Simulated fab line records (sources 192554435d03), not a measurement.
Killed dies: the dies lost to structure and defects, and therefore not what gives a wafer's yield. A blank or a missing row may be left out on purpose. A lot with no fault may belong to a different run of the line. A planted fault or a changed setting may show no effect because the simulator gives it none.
Matching of chambers || flow n5-finfet || rie-diel-06 running N5_BEOL_M12_TRENCH_ETCH_34: 4 sister chambers
The step etches SiOC in C4F8/O2/Ar, target depth 318.95 nm, time 125.5 s. 4 wafers are shown with their chamber, then 9 later ones without.

WAFERS PAIRED WITH THEIR CHAMBERS
{"wafer": "L084.5", "chamber": 0, "showerhead-plenum-p-Torr (Torr)": 3.24}
{"wafer": "L087.1", "chamber": 1, "showerhead-plenum-p-Torr (Torr)": 3.60}
{"wafer": "L087.4", "chamber": 3, "showerhead-plenum-p-Torr (Torr)": 3.39}
{"wafer": "L087.6", "chamber": 2, "showerhead-plenum-p-Torr (Torr)": 3.48}

WAFERS WITH NO CHAMBER GIVEN
{"wafer": "L091.3", "showerhead-plenum-p-Torr (Torr)": 3.59}
{"wafer": "L091.4", "showerhead-plenum-p-Torr (Torr)": 3.39}
{"wafer": "L091.5", "showerhead-plenum-p-Torr (Torr)": 3.24}
{"wafer": "L090.2", "showerhead-plenum-p-Torr (Torr)": 3.23}
{"wafer": "L090.3", "showerhead-plenum-p-Torr (Torr)": 3.48}
{"wafer": "L090.4", "showerhead-plenum-p-Torr (Torr)": 3.59}
{"wafer": "L096.1", "showerhead-plenum-p-Torr (Torr)": 3.39}
{"wafer": "L096.4", "showerhead-plenum-p-Torr (Torr)": 3.59}
{"wafer": "L096.6", "showerhead-plenum-p-Torr (Torr)": 3.47}

EACH ONE'S CHAMBER
{"wafer": "L091.3", "from the rows above": 1, "in truth": 1}
{"wafer": "L091.4", "from the rows above": 3, "in truth": 3}
{"wafer": "L091.5", "from the rows above": 0, "in truth": 0}
{"wafer": "L090.2", "from the rows above": 0, "in truth": 0}
{"wafer": "L090.3", "from the rows above": 2, "in truth": 2}
{"wafer": "L090.4", "from the rows above": 1, "in truth": 1}
{"wafer": "L096.1", "from the rows above": 3, "in truth": 3}
{"wafer": "L096.4", "from the rows above": 1, "in truth": 1}
{"wafer": "L096.6", "from the rows above": 2, "in truth": 2}
Correctly placed: 9 of 9. Not placeable from these rows: 0. 0 placed wrongly.
How it was worked out, from the rows above alone: a wafer's distance from a chamber is the root of the sum, over the readings, of the square of ((its reading less the chamber's mean) divided by the reading's scatter). The wafer belongs to the nearest chamber; if the next one is less than 2 further off, it can't be placed. For every chamber, the mean is computed from those of its wafers that are shown. The scatter: with one shown wafer a chamber, the root of the mean of the squares of how far each hidden wafer lies from its nearest shown one.
